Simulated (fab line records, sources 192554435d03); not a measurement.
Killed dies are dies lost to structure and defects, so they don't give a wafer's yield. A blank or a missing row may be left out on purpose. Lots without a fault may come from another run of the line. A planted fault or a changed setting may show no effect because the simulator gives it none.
Which tool did it? | flow n5_finfet | 11 lots, 33 wafers sampled, at 1 step of a route of 1938

WHAT THE GAUGES READ, wafer by wafer
N5_BEOL_M11_INSPECT_13: inspects for defects (brightfield).
lot  | measured     | on                | raw_defect_count
L896 | day 13 15:48 | defect_inspect-01 | 310 218 274
L904 | day 15 08:14 | defect_inspect-02 | 379 548 474
L901 | day 15 18:33 | defect_inspect-02 | 432 433 384
L911 | day 18 04:07 | defect_inspect-01 | 485 399 362
L910 | day 18 10:30 | defect_inspect-01 | 392 287 349
L909 | day 18 10:40 | defect_inspect-02 | 271 298 326
L913 | day 18 15:59 | defect_inspect-01 | 398 448 461
L918 | day 18 21:08 | defect_inspect-01 | 358 352 415
L915 | day 19 16:26 | defect_inspect-02 | 422 454 417
L917 | day 19 16:40 | defect_inspect-01 | 308 357 371
L919 | day 20 01:02 | defect_inspect-01 | 332 386 387

WHICH TOOL RAN EACH LOT (tool, then ch and the chambers of the sampled wafers, then the start)
The record holds no process step before these readings.

WHAT THE TOOLS THEMSELVES READ (means of the sampled wafers that have a number; where no wafer has one, the mark that the record gives instead)
The record holds no such reading with a usual standard deviation.

THE ANSWER, worked out from the rows above alone
Rule: what is usual is taken from the lots themselves. Put in order of their means at a reading, lots are off if they are a third of the lots or fewer, leave a main group of 4 or more, and stand apart from it by a gap of 3 or more times the standard deviation of the main group's means; of several such gaps the widest counts. A main group whose means are all the same, to the digits that the tables above print for the reading, isn't used. A lot without any number at a reading at which 4 lots or more have one is off too. The other lots that the step has rows for count as sound. The gauges are gone through in route order, then the tools' own readings, and for those a lot's mean is taken as printed above. The first step at which some lot is off is used, and at that step the reading that is off furthest; a lot without a number counts as furthest.
No lot is off at any reading shown: from this, nothing can be told.

WHAT THE SIMULATOR HAD PUT IN
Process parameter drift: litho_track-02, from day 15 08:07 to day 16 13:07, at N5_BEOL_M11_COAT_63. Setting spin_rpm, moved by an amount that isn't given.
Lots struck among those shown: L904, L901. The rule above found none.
